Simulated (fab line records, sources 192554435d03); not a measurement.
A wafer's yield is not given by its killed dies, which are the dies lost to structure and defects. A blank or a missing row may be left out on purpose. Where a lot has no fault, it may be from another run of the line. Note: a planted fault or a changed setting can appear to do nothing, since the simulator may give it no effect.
Split-lot experiment	flow n5_finfet	21 wafers read from 7 lots, route of 1938 steps

== SPLIT DETAILS ==
At N5_FIN_SAQP_PEB_14 (peb time 60 s), the setting peb_time_s was moved away from the recipe's 60 s on 10 of the 21 wafers read, by -5.9% to +19.6%. For the rest of the wafers, this setting stayed at what the recipe calls for.

== FROM THE SPLIT ON TO THE READING: in between, the file shows 1 step ==
- N5_FIN_SAQP_DEVELOP_15: develop time 30 s (also split here: develop_time_s)

== THE READING ==
At N5_FIN_SAQP_CD_MEAS_16: cd_nm in nanometres, against a target cd of 35.6 nm. Fault-free wafers of this fab line usually give 35.60 nm, standard deviation 0.25 nm.

wafer	tool, chamber at the split	peb_time_s as run, s	against the recipe	cd_nm, nm	against lot-mates on the recipe
L075.2	litho_track-02, 0	64.38	+7.3%	35.01	no lot-mate on the recipe
L075.3	litho_track-02, 0	64.38	+7.3%	34.57	no lot-mate on the recipe
L075.4	litho_track-02, 0	64.38	+7.3%	34.92	no lot-mate on the recipe
L080.1	litho_track-03, 0	60	recipe	36.13	-
L080.2	litho_track-03, 0	60	recipe	36.44	-
L080.6	litho_track-03, 0	71.26	+18.8%	33.81	-2.47
L084.1	litho_track-03, 0	60	recipe	35.32	-
L084.2	litho_track-03, 0	56.46	-5.9%	36.28	+0.98
L084.6	litho_track-03, 0	60	recipe	35.27	-
L085.1	litho_track-01, 0	60	recipe	35.52	-
L085.3	litho_track-01, 0	60	recipe	35.30	-
L085.4	litho_track-01, 0	60	recipe	35.50	-
L088.1	litho_track-01, 0	60	recipe	35.62	-
L088.2	litho_track-01, 0	60	recipe	35.52	-
L088.3	litho_track-01, 0	60	recipe	35.54	-
L091.2	litho_track-01, 0	71.76	+19.6%	33.77	no lot-mate on the recipe
L091.3	litho_track-01, 0	71.76	+19.6%	33.72	no lot-mate on the recipe
L091.4	litho_track-01, 0	71.76	+19.6%	33.68	no lot-mate on the recipe
L092.2	litho_track-03, 0	68.7	+14.5%	33.73	-2.04
L092.4	litho_track-03, 0	60	recipe	35.77	-
L092.6	litho_track-03, 0	68.7	+14.5%	34.21	-1.56

FIT RESULTS
A straight line over all 21 wafers: cd_nm changes by -0.101 nm for each +1% of peb_time_s; r = -0.95; the points scatter about the line by 0.29 nm.
The same after taking each lot's own level away (the mean of its wafers on the recipe; 15 wafers): -0.131 nm for each +1%; r = -0.99; scatter 0.14 nm.
On that fit, the largest move of peb_time_s shifts the reading by 2.6 nm.
The span of the lots' own levels, 35.295 to 36.285 nm, comes to 4.0 times the standard deviation stated above.
In other words, the slope is changed by the lot-to-lot level; the two fits disagree.
Check: for one of the wafers moved furthest among these (+18.8%), held out of the fit, the line's prediction against its lot-mates is -2.39 nm. It came out at -2.47 nm against them.

== OTHER SPLITS APPLIED TO THESE WAFERS ==
Note: prior to the reading, these wafers also went through further splits. Each is held against what the fit with the lots' levels taken away leaves over:
other split on the same wafers	wafers away from the commonest value	r with cd_nm (lot level and that fit taken away)
N5_ZERO_LAYER_EXPOSE_08 dose_mj	10	-0.21
N5_ZERO_LAYER_DEVELOP_10 develop_time_s	7	+0.08
N5_WELL_APT_COAT_02 spin_rpm	7	-0.06
N5_FIN_SAQP_DEVELOP_15 develop_time_s	9	-0.08

== FILE'S OWN FIT ==
cd_nm changes by -0.131 nm for each +1% of peb_time_s, r = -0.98.
